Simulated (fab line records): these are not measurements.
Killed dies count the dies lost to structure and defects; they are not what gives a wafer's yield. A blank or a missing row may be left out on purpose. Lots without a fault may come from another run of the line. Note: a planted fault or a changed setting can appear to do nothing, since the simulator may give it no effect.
A struck lot beside a sound one | flow n5 finfet | 21 steps out of a route of 1938
Sound: these wafers, L862.2, L862.3, L862.6. Struck: wafer L875.3 (left out: L875.6, a lot-mate that was not struck); the cause follows at the end.
Each step with rows lists, per side, the tool, then ch with its chambers, then its first start. Under that, the readings that differ: sound wafers | struck wafers | difference of the means | sigmas: that difference in standard deviations of wafers without a fault.
alike: words and numbers the same on both sides, and readings whose means are apart by under 2 such deviations; not compared: readings that were withheld, readings missing a value for some wafer, numbers with overlapping values and no deviation given by the record, and bounds like >300 which may hide the same value.
The two part at a step that has a row with sigmas, a row that says differs or no value, or rows on one side only. Numbers that have no deviation but don't overlap get no sigmas and don't part them. Lack of a reading on every wafer of one side parts them only where that side has two or more wafers.

first, 3 steps without rows for these wafers: N5_DUMMY_REMOVAL_SRD_05 (time 30 s); N5_HKMG_FIN_IL_REGROW_00 (material SiO2, chemistry O3, target thk 0.75 nm, time 30 s); N5_HKMG_FIN_HK_ALD_01 (deposits HfO2, target thk 1.6 nm, pulse time 3 s, purge time 3 s).
N5_HKMG_FIN_HK_ANNEAL_02: time 30 s.
  sound on rtp anneal-01 ch 0, day 4 23:58; struck on rtp anneal-01 ch 0, day 8 08:17
  alike: lamp power pct, lamp_zone_7_pct, wafer_temp_C_max
N5_HKMG_FIN_ALD_74: deposits La2O3, target thk 0.5 nm, pulse time 6 s, co reactant pulse time 1 s.
  sound on ald hk-01 ch 0,1,2, day 5 00:10; struck on ald hk-02 ch 1, day 8 08:28
  reading                  | sound       | struck | difference | sigmas
  heater power outer w (W) | 210 223 178 | 151    | -53        | -3
  heater power w (W)       | 393 410 337 | 288    | -92        | -2
  alike: precursor pulse height rel
N5_HKMG_FIN_ALD_75: deposits Al2O3, target thk 1 nm, co reactant pulse time 1 s.
  sound on ald hk-01 ch 0,1,2, day 5 00:14; struck on ald hk-02 ch 1, day 8 08:32
  reading                  | sound       | struck | difference | sigmas
  heater power outer w (W) | 84 93 74    | 64     | -20        | -2
  heater power w (W)       | 169 177 147 | 130    | -34        | -2
  alike: precursor pulse height rel
then, 6 steps without rows for these wafers: N5_HKMG_FIN_COAT_41 (time 60 s, resist thk 300 nm); N5_HKMG_FIN_COAT_42 (time 60 s, resist thk 35 nm); N5_HKMG_FIN_COAT_43 (resist thk 90 nm); N5_HKMG_FIN_EBR_45; N5_HKMG_FIN_SOFTBAKE_44 (time 60 s); N5_HKMG_FIN_EXPOSE_46 (exposes mask NDIPOLE).
N5_HKMG_FIN_PEB_47: peb time 60 s.
  sound on litho track-04 ch 0, day 5 00:31; struck on litho track-04 ch 0, day 8 08:49
then, 1 step without rows for these wafers: N5_HKMG_FIN_DEVELOP_48 (develop time 30 s).
N5_HKMG_FIN_CD_MEAS_49: the cd target is 202 nm.
  sound on cd sem-03 ch 0, day 5 00:35; struck on cd sem-03 ch 0, day 8 08:53
  reading    | sound             | struck | difference | sigmas
  cd nm (nm) | 201.2 201.5 202.9 | 187.7  | -14.2      | -22
N5_HKMG_FIN_OVL_MEAS_50:
  sound on overlay-01 ch 0, day 5 00:36; struck on overlay-01 ch 0, day 8 08:55
  alike: NDIPOLE_OVL
N5_HKMG_FIN_INSPECT_61: inspects for defects (macro).
  sound on defect inspect-01 at day 5 00:38; struck on defect inspect-02 at day 8 08:56
  alike: raw defect count
N5_HKMG_FIN_DESCUM_53: chemistry O2, time 7.9 s.
  sound on rie diel-06 ch 2,3, day 5 00:40; struck on rie diel-01 ch 3, day 8 09:08
  reading                | sound          | struck | difference | sigmas
  throttle valve pct (%) | 20.9 20.5 20.5 | 20.0   | -0.6       | -2
  alike: drypump motor current A, o2 flow sccm, oes product au, rf vpp V, showerhead plenum p Torr
  not compared: rf hours counter h
N5_HKMG_FIN_ETCH_54: etches SiARC in CF4, target depth 45.5 nm, time 75.8 s.
  sound on rie diel-06 ch 2,3, day 5 00:42; struck on rie diel-01 ch 3, day 8 09:10
  reading                          | sound       | struck | difference | sigmas
  model.HKMG_FIN.cd offset nm (nm) | -1 -0.4 1.2 | -14.4  | -14.3      |
  alike: drypump motor current A, etch rf on time s, oes product au, rf vpp V, showerhead plenum p Torr, throttle valve pct
  not compared: rf hours counter h
N5_HKMG_FIN_ETCH_55: etches SOC in N2/H2, target depth 240 nm, time 300 s.
  sound on rie diel-06 ch 2,3, day 5 00:45; struck on rie diel-01 ch 3, day 8 09:13
  reading                | sound          | struck | difference | sigmas
  throttle valve pct (%) | 18.1 18.0 18.0 | 17.4   | -0.6       | -2
  alike: drypump motor current A, oes product au, rf vpp V, showerhead plenum p Torr
  not compared: rf hours counter h
-- the record jumps here: 10 days lie between the struck wafers' starts before and after (it left off in module HKMG_FIN and takes up again in module PASSIVATION, whose first step shown is number 1936 of the route) --
N5_PASSIVATION_PROBE_49:
  only the struck wafers here have rows in the record (prober-01, day 18 02:20); the sound ones have none

WHERE THEY PART
Earliest at N5_HKMG_FIN_ALD_74; latest, in this record, at N5_PASSIVATION_PROBE_49.

WHY: what the simulator had put in
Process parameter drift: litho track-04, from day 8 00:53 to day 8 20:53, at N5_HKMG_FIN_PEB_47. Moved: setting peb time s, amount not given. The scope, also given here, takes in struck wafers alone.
